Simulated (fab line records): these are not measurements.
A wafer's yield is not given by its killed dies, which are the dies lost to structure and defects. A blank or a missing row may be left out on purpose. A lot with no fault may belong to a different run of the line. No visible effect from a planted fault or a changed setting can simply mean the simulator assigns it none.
Chamber matching | flow n5Finfet | N5_DUMMY_GATE_DESCUM_20 on rieDiel-06 has 4 sister chambers
The step chemistry O2, time 6.2 s. 8 wafers are shown with their chamber, then 12 later ones without.

WAFERS WITH THEIR CHAMBER
wafer  | chamber | showerheadPlenumPTorr (Torr) | drypumpMotorCurrentA (A)
L084.1 | 1       | 2.09                         | 5.1
L084.3 | 2       | 2.06                         | 4.9
L084.6 | 3       | 2.20                         | 5.7
L086.1 | 3       | 2.20                         | 5.7
L086.4 | 0       | 2.00                         | 6.2
L087.3 | 0       | 2.00                         | 6.2
L087.4 | 1       | 2.08                         | 5.0
L087.5 | 2       | 2.06                         | 5.0

WAFERS WITH NO CHAMBER GIVEN
wafer  | showerheadPlenumPTorr (Torr) | drypumpMotorCurrentA (A)
L089.1 | 2.20                         | 5.7
L089.2 | 2.00                         | 6.2
L089.3 | 2.05                         | 5.0
L089.4 | 2.08                         | 5.0
L089.5 | 2.08                         | 5.1
L089.6 | 2.05                         | 5.0
L093.2 | 2.05                         | 5.0
L093.4 | 2.08                         | 5.1
L093.6 | 2.20                         | 5.7
L097.1 | 2.20                         | 5.7
L097.3 | 2.00                         | 6.2
L097.6 | 2.19                         | 5.7

WHICH CHAMBER EACH WENT THROUGH
wafer  | from the rows above | in truth
L089.1 | 3                   | 3
L089.2 | 0                   | 0
L089.3 | 2                   | 2
L089.4 | 1                   | 1
L089.5 | 1                   | 1
L089.6 | 2                   | 2
L093.2 | 2                   | 2
L093.4 | 1                   | 1
L093.6 | 3                   | 3
L097.1 | 3                   | 3
L097.3 | 0                   | 0
L097.6 | 3                   | 3
Correct placement for 12 of the 12. Left unplaced by these rows: 0. Wrongly placed: 0.
How it was worked out, from the rows above alone: a wafer's distance from a chamber is the root of the sum, over the readings, of the square of ((its reading less the chamber's mean) divided by the reading's scatter). If the next closest chamber is less than 2 further off than the closest, the wafer can't be placed; otherwise it belongs to the closest. The mean given for a chamber averages the wafers shown for that chamber. The scatter: take each reading less its chamber's mean, square it, sum over the shown wafers, divide by the number of wafers less the number of chambers, and take the root.
